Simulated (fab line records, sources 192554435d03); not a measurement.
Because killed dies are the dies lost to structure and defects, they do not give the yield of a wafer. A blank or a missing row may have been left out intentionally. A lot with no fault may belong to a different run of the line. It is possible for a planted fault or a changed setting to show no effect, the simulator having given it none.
A struck lot beside a sound one -- flow n5-finfet -- 17 steps out of a route of 1938
Sound: these wafers, L127.2, L127.5, L127.6. Struck: wafer L129.4; the same lot's L129.5 was not struck, so it is left out; see the end for the cause.
Order at every step that has rows: each side's tool, ch and its chambers, its first start. Under that, the readings that differ: sound wafers -- struck wafers -- difference of the means -- sigmas: that difference in standard deviations of wafers without a fault.
alike: words and numbers the same on both sides, and readings whose means are apart by under 2 such deviations; not compared: readings that were withheld, readings missing a value for some wafer, numbers with overlapping values and no deviation given by the record, and bounds like >300 which may hide the same value.
The two part at a step that has a row with sigmas, a row that says differs or no value, or rows on one side only. When numbers do not overlap yet have no deviation, they are printed without sigmas and do not part them. Lack of a reading on every wafer of one side parts them only where that side has two or more wafers.

N5_BEOL_M3_ANNEAL_82: time 240 s.
  sound on pvd-sputter-02 at day 9 15:02; struck on pvd-sputter-03 at day 10 10:14
  alike: heater-power-w
then, 1 step without rows for these wafers: N5_BEOL_M3_SPUTTER_86 (material Cu, target thk 4.5 nm, time 8.29 s).
N5_BEOL_M3_ANNEAL_87: time 240 s.
  sound on pvd-sputter-02 at day 9 15:15; struck on pvd-sputter-03 at day 10 10:28
  alike: heater-power-w
then, 3 steps without rows for these wafers: N5_BEOL_M3_SPUTTER_88 (material Cu, target thk 4.5 nm, time 8.29 s); N5_BEOL_M3_ANNEAL_89 (time 240 s); N5_BEOL_M3_SPUTTER_90 (material Cu, target thk 4.5 nm, time 8.29 s).
N5_BEOL_M3_ANNEAL_91: time 240 s.
  sound on pvd-sputter-02 at day 9 15:41; struck on pvd-sputter-03 at day 10 10:54
  alike: heater-power-w
N5_BEOL_M3_SPUTTER_92: material Cu, target thk 4.5 nm, time 8.29 s.
  sound on pvd-sputter-02 at day 9 15:50; struck on pvd-sputter-03 at day 10 11:02
  alike: substrate-temp-c, throttle-valve-pct
then, 3 steps without rows for these wafers: N5_BEOL_M3_ANNEAL_93 (time 240 s); N5_BEOL_M3_SPUTTER_94 (material Cu, target thk 4.5 nm, time 8.29 s); N5_BEOL_M3_ANNEAL_95 (time 240 s).
N5_BEOL_M3_SPUTTER_96: material Cu, target thk 4.5 nm, time 8.29 s.
  sound on pvd-sputter-02 at day 9 16:16; struck on pvd-sputter-03 at day 10 11:29
  alike: substrate-temp-c, throttle-valve-pct
N5_BEOL_M3_ECD_50: material Cu, target thk 300 nm.
  sound on ecd-cu-02 ch 0,1, day 9 16:23; struck on ecd-cu-02 ch 0, day 10 11:37
reading,sound,struck,difference,sigmas
model.Cu_of_BEOL_M3_ECD_50.thk-nm (nm),300.4 295 303,501.2,+201.7,
then, 1 step without rows for these wafers: N5_BEOL_M3_ANNEAL_51 (time 90 s).
N5_BEOL_M3_CMP_52: polishes, stops on SiOC, t overpolish 6.8 s, target thk 40 nm.
  sound on cmp-03 ch 0,2,3, day 9 17:05; struck on cmp-04 ch 0, day 10 12:06
reading,sound,struck,difference,sigmas
time-to-endpoint-s (s),69 62 68,104,+38,+11
  alike: motor-current-A
N5_BEOL_M3_THK_MEAS_53: measures by xrf.
  sound on film-metro-02 at day 9 17:18; struck on film-metro-02 at day 10 12:17
  alike: M3_THK
N5_BEOL_M4_RC_MEAS_101:
  sound on prober-02 ch 0, day 10 18:28; struck on prober-02 ch 0, day 11 09:11
  alike: DIBL_N, DIBL_P, IOFF_N, IOFF_P, ION_N, ION_P, SS_N, SS_P, VT_N, VT_P

== WHERE THEY PART ==
Only at N5_BEOL_M3_CMP_52, within this record. Later steps at which nothing parts them and some readings are alike: N5_BEOL_M3_THK_MEAS_53, N5_BEOL_M4_RC_MEAS_101.

WHY: what the simulator had put in
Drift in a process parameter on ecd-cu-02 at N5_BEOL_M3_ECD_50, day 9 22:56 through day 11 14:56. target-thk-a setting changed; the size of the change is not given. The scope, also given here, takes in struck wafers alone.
